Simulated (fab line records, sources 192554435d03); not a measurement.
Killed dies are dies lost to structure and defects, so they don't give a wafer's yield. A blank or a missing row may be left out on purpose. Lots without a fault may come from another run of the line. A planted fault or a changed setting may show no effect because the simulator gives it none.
Chamber matching | flow n5_finfet | N5_BEOL_M3_VIA_ETCH_34 on rie_diel-02: 4 sister chambers
The step etches the open film in C4F6/O2, target depth 69.4 nm, time 65.9 s. 4 wafers are shown with their chamber, then 12 later ones without.

WAFERS WITH THEIR CHAMBER
wafer  | chamber | drypump_motor_current_A (A)
L084.4 | 1       | 5.7
L085.4 | 0       | 5.4
L087.1 | 3       | 5.4
L087.5 | 2       | 6.4

WAFERS WITHOUT THEIR CHAMBER
wafer  | drypump_motor_current_A (A)
L090.3 | 5.4
L090.5 | 5.7
L090.6 | 5.4
L089.2 | 5.7
L089.4 | 6.4
L089.6 | 6.4
L095.1 | 6.5
L095.4 | 5.4
L095.5 | 6.5
L094.1 | 5.4
L094.2 | 5.4
L094.4 | 5.7

WHICH CHAMBER EACH WENT THROUGH
wafer  | from the rows above     | in truth
L090.3 | can't be placed: 0 or 3 | 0
L090.5 | 1                       | 1
L090.6 | can't be placed: 0 or 3 | 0
L089.2 | 1                       | 1
L089.4 | 2                       | 2
L089.6 | 2                       | 2
L095.1 | 2                       | 2
L095.4 | can't be placed: 0 or 3 | 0
L095.5 | 2                       | 2
L094.1 | can't be placed: 0 or 3 | 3
L094.2 | can't be placed: 0 or 3 | 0
L094.4 | 1                       | 1
Placed correctly: 7 of 12. Can't be placed from these rows: 5 (the true chamber is among the candidates in 5). Placed wrongly: 0.
How it was worked out, from the rows above alone: a wafer's distance from a chamber is the root of the sum, over the readings, of the square of ((its reading less the chamber's mean) divided by the reading's scatter). The wafer belongs to the nearest chamber; if the next one is less than 2 further off, it can't be placed. A chamber's mean is the mean of its shown wafers. The scatter: with one shown wafer a chamber, the root of the mean of the squares of how far each hidden wafer lies from its nearest shown one.
